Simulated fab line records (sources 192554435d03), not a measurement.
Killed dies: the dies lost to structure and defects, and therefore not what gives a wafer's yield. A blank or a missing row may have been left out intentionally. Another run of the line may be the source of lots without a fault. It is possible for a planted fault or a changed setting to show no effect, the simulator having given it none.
A struck lot beside a sound one :: flow n5 finfet :: 14 out of 1938 route steps
Sound: wafers L214.1, L214.4, L214.6. Wafers struck: L217.3, L217.4, L217.6. The cause is given at the end.
At each step with rows: each side's tool, then ch and its chambers, then its first start. Under that, the readings that differ: sound wafers :: struck wafers :: difference of the means :: sigmas: that difference in standard deviations of wafers without a fault.
alike: readings whose means differ by less than 2 such deviations, and words and numbers that are the same on both sides. not compared: withheld readings, readings that some wafer has no value for, bounds like >300 that may hide the same value, and numbers for which the record gives no deviation and whose values overlap.
Wherever a step has rows on one side only, a row that says differs or no value, or a row with sigmas, the two part there. Numbers that have no deviation but don't overlap get no sigmas and don't part them. A reading missing from all wafers of one side parts the sides only when that side holds two or more wafers.

N5_BEOL_M15_STRIP_64: strips in O2.
  sound: rie diel-04 ch 1,2,3; struck: rie diel-04 ch 0,1,2
  alike: chamber pressure mTorr, drypump motor current A, oes product au, rf vpp V, showerhead plenum p Torr, throttle valve pct
  not compared: rf hours counter h
then, 2 steps without rows for these wafers: N5_BEOL_M15_STRIP_65 (strips in post etch residue remover, time 60 s); N5_BEOL_M15_SRD_66 (time 30 s, dry time 30 s).
N5_BEOL_M15_CD_MEAS_17: the cd target is 360 nm.
  sound: cd sem-02 at day 13 02:31; struck: cd sem-02 at day 13 09:37
  alike: cd nm
then, 1 step without rows for these wafers: N5_BEOL_M15_COAT_56 (time 60 s, resist thk 550 nm).
N5_BEOL_M15_ETCH_57: etches SOC in N2/H2, time 750 s.
  sound on rie diel-03 ch 2,3, day 13 02:37; struck on rie diel-04 ch 0,1, day 13 09:43
  alike: chamber pressure mTorr, drypump motor current A, oes product au, rf vpp V, showerhead plenum p Torr, throttle valve pct
  not compared: rf hours counter h
then, 6 steps without rows for these wafers: N5_BEOL_M15_COAT_60 (time 60 s, resist thk 89 nm); N5_BEOL_M15_COAT_22 (resist thk 800 nm); N5_BEOL_M15_EBR_24; N5_BEOL_M15_SOFTBAKE_23 (time 60 s); N5_BEOL_M15_EXPOSE_25 (exposes mask M15, target cd 400 nm); N5_BEOL_M15_PEB_26 (peb time 90 s).
N5_BEOL_M15_DEVELOP_27: develop time 45 s.
  struck on litho track-02, day 13 10:23; sound on litho track-04 ch 0, day 13 03:24
  no value came back on the struck wafers for chill plate temp C (C), develop time s (s); on the sound wafers chill plate temp C (C) reads 23.11 22.98 22.95
reading: model.coat_of_BEOL_M15_COAT_22.thk nm (nm)
sound: 789.4 785.6 788.4
struck: 801.2 802.2 798
difference: +12.7
sigmas: 
then, 1 step without rows for these wafers: N5_BEOL_M15_HARDBAKE_32 (time 120 s).

== WHERE THEY PART ==
At N5_BEOL_M15_DEVELOP_27 and nowhere else, as far as this record goes.

WHY: what the simulator had put in
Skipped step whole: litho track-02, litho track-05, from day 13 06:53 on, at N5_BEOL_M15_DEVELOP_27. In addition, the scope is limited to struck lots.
